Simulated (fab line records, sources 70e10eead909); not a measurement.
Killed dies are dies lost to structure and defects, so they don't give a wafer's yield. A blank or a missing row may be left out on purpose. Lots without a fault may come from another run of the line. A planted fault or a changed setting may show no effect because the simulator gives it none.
fab line records | flow nand_harc
record lots=6 wafers=18 last_day=33
route steps=1302 shown A_ONON_D1@432 END@1302
lots that met no fault: from a run of the same line without faults
start_h: hours from the record's first day to the start of the lot's first wafer shown | wait_h: hours since the lot's step before | " the same as in the row above | L1.1+2: a row that stands for several wafers | - no value, or no start given | * or withheld: withheld | < > ~ a bound
route shown NAME@n: a module of which the file shows steps, and the number in the route of the first | usual: mean/standard deviation of fault-free wafers | same: alike in all rows | chamber/n: place in a boat | sites: the reading at each site | _std_site: their standard deviation | _edge_site: outer sites' mean less inner sites' | radius_mm: how far each site lies from the wafer's centre | mask NAME#n: copy n | behind: the tool/chamber that last shaped the wafer | hold: why the lot was held/for how many hours/how that ended | device: the transistor (n, p or np) that didn't switch | end of line: the same wafers' tests at the end of the route | a step without rows: its recipe alone | killed: dies lost to structure and defects at the first sort, not the wafer's yield | map: a wafer's dies, x killed, . not, _ none there
set.NAME: the setting as run; set.NAME@STEP: as run at that earlier step | model.NAME: the simulator's own value behind a step, which no gauge read
lots at some steps of the route; a table a step, a row a wafer
services: from which hour (start_h, from the record's first day; less than 0 if before it) a tool's chamber was out of use, for how many hours, and why
## steps
# step NHARC_A_ONON_D1_DEP_12
# recipe target_thk_a=10000 n2_flow_sccm=2750 n2o_flow_sccm=2000 nh3_flow_sccm=500 sih4_flow_sccm=210 temp_c=400
# step NHARC_A_ONON_D1_THK_MEAS_14
# recipe thk_meas_gauge=ellipsometry
# usual thk_nm=998/8.2
# columns lot.wafer tool chamber start_h wait_h thk_nm
L630.3 film_metro-01 - 208.80 - 1001
L630.4 " - " " 1002
L630.6 " - " " 1001
L633.3 film_metro-02 - 225.67 - 979
L633.4 " - " " 980
L633.5 " - " " 980
L637.3 film_metro-01 - 271.15 - 991
L637.4 " - " " 989
L637.5 " - " " 991
L641.1 film_metro-02 - 329.93 - 1001
L641.2 " - " " 999
L641.4 " - " " 1000
L648.3 film_metro-01 - 376.98 - 996
L648.4 " - " " 998
L648.5 " - " " 997
L649.4 film_metro-01 - 393.15 - 982
L649.5 " - " " 982
L649.6 " - " " 981
# step NHARC_A_ONON_D1_ANNEAL_15
# recipe temp_c=750 time_s=3600
# step NHARC_A_ONON_D1_DEP_16
# recipe target_thk_a=10000 n2_flow_sccm=2750 n2o_flow_sccm=2000 nh3_flow_sccm=500 sih4_flow_sccm=210 temp_c=400
# step NHARC_A_ONON_D1_THK_MEAS_18
# recipe thk_meas_gauge=ellipsometry
# usual thk_nm=1000/9
# columns lot.wafer tool chamber start_h wait_h thk_nm
L630.3 film_metro-02 - 217.02 - 995
L630.4 " - " " 994
L630.6 " - " " 996
L633.3 film_metro-01 - 234.30 - 1001
L633.4 " - " " 1001
L633.5 " - " " 1002
L637.3 film_metro-02 - 281.17 - 993
L637.4 " - " " 992
L637.5 " - " " 993
L641.1 film_metro-01 - 338.58 - 996
L641.2 " - " " 995
L641.4 " - " " 996
L648.3 film_metro-01 - 384.54 - 1012
L648.4 " - " " 1010
L648.5 " - " " 1012
L649.4 film_metro-01 - 400.72 - 1005
L649.5 " - " " 1003
L649.6 " - " " 1003
# step NHARC_A_ONON_D1_DEP_19
# recipe target_thk_a=10000 n2_flow_sccm=2750 n2o_flow_sccm=2000 nh3_flow_sccm=500 sih4_flow_sccm=210 temp_c=400
# step NHARC_A_ONON_D1_THK_MEAS_21
# recipe thk_meas_gauge=ellipsometry
# usual thk_nm=999/9.9
# columns lot.wafer tool chamber start_h wait_h thk_nm
L630.3 film_metro-02 - 217.59 - 1005
L630.4 " - " " 1006
L630.6 " - " " 1007
L633.3 film_metro-01 - 234.86 - 998
L633.4 " - " " 1000
L633.5 " - " " 999
L637.3 film_metro-02 - 281.74 - 989
L637.4 " - " " 990
L637.5 " - " " 991
L641.1 film_metro-02 - 339.13 - 997
L641.2 " - " " 998
L641.4 " - " " 997
L648.3 film_metro-01 - 385.10 - 984
L648.4 " - " " 986
L648.5 " - " " 986
L649.4 film_metro-01 - 401.29 - 1014
L649.5 " - " " 1016
L649.6 " - " " 1019
# step NHARC_A_ONON_D1_DEP_22
# recipe target_thk_a=10000 n2_flow_sccm=2750 n2o_flow_sccm=2000 nh3_flow_sccm=500 sih4_flow_sccm=210 temp_c=400
# step NHARC_A_ONON_D1_THK_MEAS_24
# recipe thk_meas_gauge=ellipsometry
# usual thk_nm=1001/9
# columns lot.wafer tool chamber start_h wait_h thk_nm
L630.3 film_metro-02 - 218.16 - 998
L630.4 " - " " 998
L630.6 " - " " 997
L633.3 film_metro-01 - 235.43 - 1008
L633.4 " - " " 1010
L633.5 " - " " 1011
L637.3 film_metro-01 - 282.31 - 1010
L637.4 " - " " 1007
L637.5 " - " " 1009
L641.1 film_metro-01 - 339.70 - 997
L641.2 " - " " 995
L641.4 " - " " 998
L648.3 film_metro-01 - 385.66 - 1012
L648.4 " - " " 1013
L648.5 " - " " 1010
L649.4 film_metro-02 - 401.85 - 999
L649.5 " - " " 1001
L649.6 " - " " 1003
# step NHARC_A_ONON_D1_DEP_25
# recipe target_thk_a=10000 n2_flow_sccm=2750 n2o_flow_sccm=2000 nh3_flow_sccm=500 sih4_flow_sccm=210 temp_c=400
# step NHARC_A_ONON_D1_THK_MEAS_27
# recipe thk_meas_gauge=ellipsometry
# usual thk_nm=1000/11
# columns lot.wafer tool chamber start_h wait_h thk_nm
L630.3 film_metro-01 - 218.73 - 998
L630.4 " - " " 999
L630.6 " - " " 999
L633.3 film_metro-02 - 236.00 - 1003
L633.4 " - " " 1004
L633.5 " - " " 1003
L637.3 film_metro-01 - 282.90 - 993
L637.4 " - " " 996
L637.5 " - " " 995
L641.1 film_metro-01 - 340.27 - 1017
L641.2 " - " " 1014
L641.4 " - " " 1015
L648.3 film_metro-01 - 386.23 - 1017
L648.4 " - " " 1016
L648.5 " - " " 1016
L649.4 film_metro-02 - 402.42 - 995
L649.5 " - " " 993
L649.6 " - " " 991
# step NHARC_A_ONON_D1_DEP_28
# recipe target_thk_a=10000 n2_flow_sccm=2750 n2o_flow_sccm=2000 nh3_flow_sccm=500 sih4_flow_sccm=210 temp_c=400
# columns lot.wafer tool chamber start_h wait_h
L630.3+4+6 pecvd_onon-03 0 218.90 0.2
L633.3+4+5 pecvd_onon-01 0 236.17 0.2
L637.3+4+5 pecvd_onon-04 0 283.07 0.2
L641.1+2+4 pecvd_onon-03 0 340.32 0.1
L648.3+4+5 pecvd_onon-04 0 386.40 0.2
L649.4+5+6 pecvd_onon-04 0 402.64 0.2
# step NHARC_A_ONON_D1_THK_MEAS_30
# recipe thk_meas_gauge=ellipsometry
# usual thk_nm=1001/11
# columns lot.wafer tool chamber start_h wait_h thk_nm
L630.3 film_metro-02 - 219.29 - 1009
L630.4 " - " " 1009
L630.6 " - " " 1011
L633.3 film_metro-02 - 236.56 - 990
L633.4 " - " " 991
L633.5 " - " " 990
L637.3 film_metro-02 - 283.46 - 1010
L637.4 " - " " 1010
L637.5 " - " " 1011
L641.1 film_metro-01 - 340.83 - 995
L641.2 " - " " 994
L641.4 " - " " 996
L648.3 film_metro-01 - 386.83 - 1744
L648.4 " - " " 1744
L648.5 " - " " 1744
L649.4 film_metro-02 - 402.98 - 1754
L649.5 " - " " 1756
L649.6 " - " " 1753
# step NHARC_A_ONON_D1_DEP_33
# recipe target_thk_a=2000 temp_c=400 pressure_torr=6.5 rf_w=900 teos_flow_sccm=161.4 flow_sccm=2650 target_thk_nm=200 gas=O2 material=SiO2
# usual flow_sccm=2649/7.2 heater_power_w=569/66 throttle_valve_pct=15.9/0.37
# columns lot.wafer tool chamber start_h wait_h flow_sccm heater_power_w throttle_valve_pct
L630.3 pecvd-03 2 219.35 0.1 2645 615 15.7
L630.6 " 2 " " 2651 601 15.7
L630.4 " 1 " " 2652 575 15.9
L633.3 pecvd-01 2 236.67 0.1 2640 600 15.8
L633.5 " 1 " " 2642 526 15.4
L633.4 " 2 " " 2650 604 15.5
L637.3 pecvd-01 0 283.52 0.1 2650 584 16.0
L637.4 " 0 " " 2651 579 16.5
L637.5 " 2 " " 2658 487 16.0
L641.2 pecvd-03 1 340.93 0.1 2632 506 15.8
L641.1 " 2 " " 2663 578 16.1
L641.4 " 0 " " 2645 530 16.3
L648.3 pecvd-01 0 386.93 0.1 2641 447 15.5
L648.5 " 2 " " 2664 652 16.0
L648.4 " 0 " " 2646 454 15.7
L649.5 pecvd-04 1 403.17 0.2 2648 567 16.0
L649.6 " 2 " " 2657 571 16.3
L649.4 " 0 " " 2644 671 16.0
# step NHARC_END_SORT_01
# recipe temp_c=25
# usual killed_at_array=65/19 killed_at_other=0.9/1.1 killed_at_periphery=3.5/2.3 killed_dies=69/19 killed_open=3.2/1.8 killed_short=2.4/1.5
# same gross_dies=677
# columns lot.wafer tool chamber start_h wait_h killed_at_array killed_at_other killed_at_periphery killed_dies killed_open killed_short
L637.3 prober-02 0 677.69 3.1 57 2 0 59 6 2
L637.4 prober-02 0 678.50 3.4 59 1 0 60 1 1
L637.5 prober-02 0 679.31 3.7 50 0 2 52 4 1
L648.4 prober-02 0 795.66 3.4 676 0 1 677 2 6
L649.5 prober-01 0 796.39 3.7 673 2 2 677 2 2
# killed by level:class
L637.3 A_SLIT:chamber_film_flake=26 A_CHANNEL_HOLE_D2:chamber_film_flake=15 A_CHANNEL_HOLE_D1:chamber_film_flake=6 A_ONON_D1:geometric_particle:open=2 A_ONON_D1:geometric_particle:short=2 THIN_TSV:chamber_film_flake=2 A_CHANNEL_FILL_D1:geometric_particle:open=1 A_STAIRCASE:geometric_particle:open=1
L637.4 A_SLIT:chamber_film_flake=28 A_CHANNEL_HOLE_D2:chamber_film_flake=14 A_CHANNEL_HOLE_D1:chamber_film_flake=10 A_CONTACT:chamber_film_flake=2 A_ONON_D2:geometric_particle:short=1 A_SGD_CUT:geometric_particle:open=1 A_ZERO_WELL:chamber_film_flake=1 A_CHANNEL_FILL_D2:chamber_film_flake=1
L637.5 A_SLIT:chamber_film_flake=29 A_CHANNEL_HOLE_D2:chamber_film_flake=10 A_CHANNEL_HOLE_D1:chamber_film_flake=2 A_CHANNEL_HOLE_D1:geometric_particle:open=1 A_CHANNEL_FILL_D1:geometric_particle:open=1 A_CHANNEL_FILL_D1:geometric_particle:short=1 A_ONON_D2:geometric_particle:open=1 A_M0:geometric_particle:open=1
L648.4 A_ONON_D1:area_dep=614 A_SLIT:chamber_film_flake=36 A_CONTACT:chamber_film_flake=12 A_WL_FILL:geometric_particle:short=3 A_CHANNEL_HOLE_D1:unspecified=2 A_CHANNEL_HOLE_D1:chamber_film_flake=2 A_CHANNEL_HOLE_D2:chamber_film_flake=2 A_ONON_D1:geometric_particle:short=1
L649.5 A_ONON_D1:area_dep=622 A_CHANNEL_HOLE_D2:chamber_film_flake=24 A_SLIT:chamber_film_flake=9 A_CONTACT:chamber_film_flake=7 A_CHANNEL_FILL_D1:chamber_film_flake=2 A_STAIRCASE:chamber_film_flake=2 A_BLC:chamber_film_flake=2 THIN_TSV:chamber_film_flake=2
# map L648.4 (x killed, . not)
____________x____________
_________xxxxxxx_________
_______xxxxxxxxxxx_______
______xxxxxxxxxxxxx______
_____xxxxxxxxxxxxxxx_____
____xxxxxxxxxxxxxxxxx____
____xxxxxxxxxxxxxxxxx____
___xxxxxxxxxxxxxxxxxxx___
___xxxxxxxxxxxxxxxxxxx___
__xxxxxxxxxxxxxxxxxxxxx__
__xxxxxxxxxxxxxxxxxxxxx__
_xxxxxxxxxxxxxxxxxxxxxxx_
_xxxxxxxxxxxxxxxxxxxxxxx_
_xxxxxxxxxxxxxxxxxxxxxxx_
_xxxxxxxxxxxxxxxxxxxxxxx_
_xxxxxxxxxxxxxxxxxxxxxxx_
xxxxxxxxxxxxxxxxxxxxxxxxx
xxxxxxxxxxxxxxxxxxxxxxxxx
xxxxxxxxxxxxxxxxxxxxxxxxx
xxxxxxxxxxxxxxxxxxxxxxxxx
xxxxxxxxxxxxxxxxxxxxxxxxx
_xxxxxxxxxxxxxxxxxxxxxxx_
_xxxxxxxxxxxxxxxxxxxxxxx_
_xxxxxxxxxxxxxxxxxxxxxxx_
_xxxxxxxxxxxxxxxxxxxxxxx_
_xxxxxxxxxxxxxxxxxxxxxxx_
__xxxxxxxxxxxxxxxxxxxxx__
__xxxxxxxxxxxxxxxxxxxxx__
___xxxxxxxxxxxxxxxxxxx___
___xxxxxxxxxxxxxxxxxxx___
____xxxxxxxxxxxxxxxxx____
____xxxxxxxxxxxxxxxxx____
_____xxxxxxxxxxxxxxx_____
______xxxxxxxxxxxxx______
_______xxxxxxxxxxx_______
_________xxxxxxx_________
____________x____________
# map L649.5 (x killed, . not)
____________x____________
_________xxxxxxx_________
_______xxxxxxxxxxx_______
______xxxxxxxxxxxxx______
_____xxxxxxxxxxxxxxx_____
____xxxxxxxxxxxxxxxxx____
____xxxxxxxxxxxxxxxxx____
___xxxxxxxxxxxxxxxxxxx___
___xxxxxxxxxxxxxxxxxxx___
__xxxxxxxxxxxxxxxxxxxxx__
__xxxxxxxxxxxxxxxxxxxxx__
_xxxxxxxxxxxxxxxxxxxxxxx_
_xxxxxxxxxxxxxxxxxxxxxxx_
_xxxxxxxxxxxxxxxxxxxxxxx_
_xxxxxxxxxxxxxxxxxxxxxxx_
_xxxxxxxxxxxxxxxxxxxxxxx_
xxxxxxxxxxxxxxxxxxxxxxxxx
xxxxxxxxxxxxxxxxxxxxxxxxx
xxxxxxxxxxxxxxxxxxxxxxxxx
xxxxxxxxxxxxxxxxxxxxxxxxx
xxxxxxxxxxxxxxxxxxxxxxxxx
_xxxxxxxxxxxxxxxxxxxxxxx_
_xxxxxxxxxxxxxxxxxxxxxxx_
_xxxxxxxxxxxxxxxxxxxxxxx_
_xxxxxxxxxxxxxxxxxxxxxxx_
_xxxxxxxxxxxxxxxxxxxxxxx_
__xxxxxxxxxxxxxxxxxxxxx__
__xxxxxxxxxxxxxxxxxxxxx__
___xxxxxxxxxxxxxxxxxxx___
___xxxxxxxxxxxxxxxxxxx___
____xxxxxxxxxxxxxxxxx____
____xxxxxxxxxxxxxxxxx____
_____xxxxxxxxxxxxxxx_____
______xxxxxxxxxxxxx______
_______xxxxxxxxxxx_______
_________xxxxxxx_________
____________x____________
## services
# columns tool chamber start_h hours kind
pecvd-03 0 198.57 - clean
pecvd-03 1 198.57 - clean
pecvd-03 2 198.57 - clean
pecvd-03 - 221.15 1.6 repair
pecvd_onon-03 - 227.29 13.0 pm
pecvd-03 1 247.46 8.8 repair
pecvd-01 - 263.20 0.7 repair
pecvd-04 - 269.22 13.0 pm
pecvd_onon-01 - 269.45 13.0 pm
pecvd-01 - 296.58 1.5 repair
pecvd-04 - 297.73 1.5 repair
pecvd-01 - 311.22 13.0 pm
pecvd-01 0 311.22 13.0 vent_cycle
pecvd-01 1 311.22 13.0 vent_cycle
pecvd-01 2 311.22 13.0 vent_cycle
pecvd_onon-04 - 311.45 13.0 pm
pecvd-01 0 324.22 - clean
pecvd-01 1 324.22 - clean
pecvd-01 2 324.22 - clean
pecvd-04 - 328.28 5.0 repair
pecvd-03 - 366.57 13.0 pm
pecvd-03 0 366.57 13.1 vent_cycle
pecvd-03 1 366.57 13.0 vent_cycle
pecvd-03 2 366.57 13.0 vent_cycle
## key
first_sign step=NHARC_A_ONON_D1_THK_MEAS_30 reading=thk_nm direction=up sigmas=71 usual=1001 struck=1749
effect step=NHARC_END_SORT_01 reading=killed_at_array direction=up sigmas=32 usual=65 struck=674
more_kills_born_at NHARC_A_ONON_D1_DEP_28@pecvd_onon-04=1236
met_at NHARC_A_ONON_D1_DEP_28
struck_wafers L648.3,L648.4,L648.5,L649.4,L649.5,L649.6
rows_end L648.3,L648.5,L649.4,L649.6
later_rows_left_out L648.4,L649.5
tester_left_out L648,L649
onset_between 283.07 386.40
also_fits time
fault kind=process_parameter_drift tool=pecvd_onon-04 chamber=- onset_h=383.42 steps=NHARC_A_ONON_D1_DEP_28 channel=target_thk_a offset=* shape=step acts_in=* stated=*
# tester_left_out: of these lots the tester's yield and bins aren't shown, on N5 and GAA mostly nor the transistor test; their killed dies are dies lost to structure and defects alone, not to doping, threshold or leakage, so they don't give the yield
# later_rows_left_out: the simulator's readings of these wafers behind a module that went badly wrong aren't trusted and aren't shown, but for the sort
# rows_end: these wafers met a further fault down the route, and their rows from its step on are left out
